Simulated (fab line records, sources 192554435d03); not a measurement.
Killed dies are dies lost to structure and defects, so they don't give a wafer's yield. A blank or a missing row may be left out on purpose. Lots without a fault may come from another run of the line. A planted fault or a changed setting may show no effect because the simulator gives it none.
Split-lot experiment | flow n5_finfet | 7 lots, 21 wafers read, on a route of 1938 steps

THE SPLIT
At N5_PASSIVATION_EXPOSE_07 (exposes mask TV, defocus 0 nm, target cd 3000 nm), the setting dose_mj was moved away from the recipe's 22.75 on 3 of the 21 wafers read, by -7.3% to +3.6%. The other wafers ran this setting at the recipe's value.

FROM THE SPLIT TO THE READING: what the file shows between them, 3 steps
- N5_PASSIVATION_PEB_08
- N5_PASSIVATION_DEVELOP_09: develop time 60 s
- N5_PASSIVATION_HARDBAKE_11: time 120 s

THE READING
cd_nm, in nm, at N5_PASSIVATION_CD_MEAS_10 (target cd 3000 nm). Fault-free wafers of this fab line usually give 2998.5 nm, standard deviation 3 nm.

wafer  | tool, chamber at the split | dose_mj as run | against the recipe | cd_nm, nm | against lot-mates on the recipe
L074.2 | krf_scanner-02, 0          | 22.75          | recipe             | 2997.9    | -
L074.5 | krf_scanner-02, 0          | 22.75          | recipe             | 2993.4    | -
L074.6 | krf_scanner-02, 0          | 22.75          | recipe             | 2995.8    | -
L082.1 | krf_scanner-02, 0          | 22.75          | recipe             | 2997.7    | -
L082.3 | krf_scanner-02, 0          | 22.75          | recipe             | 2994.3    | -
L082.5 | krf_scanner-02, 0          | 22.75          | recipe             | 2993.8    | -
L089.2 | krf_scanner-01, 0          | 22.75          | recipe             | 2991.4    | -
L089.3 | krf_scanner-01, 0          | 22.75          | recipe             | 2997.0    | -
L089.5 | krf_scanner-01, 0          | 22.75          | recipe             | 2994.2    | -
L090.3 | krf_scanner-01, 0          | 21.81          | -4.1%              | 2991.2    | -6.8
L090.5 | krf_scanner-01, 0          | 22.75          | recipe             | 2998.1    | -
L090.6 | krf_scanner-01, 0          | 22.75          | recipe             | 2997.8    | -
L093.1 | krf_scanner-01, 0          | 22.75          | recipe             | 2999.6    | -
L093.4 | krf_scanner-01, 0          | 21.08          | -7.3%              | 2979.6    | -16.5
L093.6 | krf_scanner-01, 0          | 22.75          | recipe             | 2992.5    | -
L094.1 | krf_scanner-02, 0          | 23.58          | +3.6%              | 3000.6    | +8.4
L094.3 | krf_scanner-02, 0          | 22.75          | recipe             | 2993.4    | -
L094.4 | krf_scanner-02, 0          | 22.75          | recipe             | 2990.9    | -
L097.1 | krf_scanner-01, 0          | 22.75          | recipe             | 2995.2    | -
L097.3 | krf_scanner-01, 0          | 22.75          | recipe             | 3001.7    | -
L097.4 | krf_scanner-01, 0          | 22.75          | recipe             | 2999.6    | -

THE FIT
A straight line over all 21 wafers: cd_nm changes by +1.84 nm for each +1% of dose_mj; r = +0.78; the points scatter about the line by 3.1 nm.
The same after taking each lot's own level away (the mean of its wafers on the recipe; 21 wafers): +2.14 nm for each +1%; r = +0.90; scatter 2.2 nm.
On that fit, the largest move of dose_mj shifts the reading by 16 nm.
The lots' own levels span 2992.15 to 2998.83 nm, that is 2.2 times the standard deviation above.
So the lot-to-lot level blurs the effect unless lot-mates are compared.
Check: with one of the wafers moved furthest among these (-7.3%) left out of the fit, the line predicts -14.1 nm for it against its lot-mates. It came out at -16.5 nm against them.

OTHER SPLITS ON THESE WAFERS
These wafers also went through other splits before the reading. Each is held against what the fit with the lots' levels taken away leaves over:
other split on the same wafers    | wafers away from the commonest value | r with cd_nm (lot level and that fit taken away)
N5_BEOL_M14_TRENCH_ETCH_34 time_s | 11                                   | -0.07
N5_BEOL_M15_CMP_49 down_force_psi | 4                                    | +0.29

THE FILE'S OWN FIT
cd_nm changes by +2.13 nm for each +1% of dose_mj, r = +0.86.
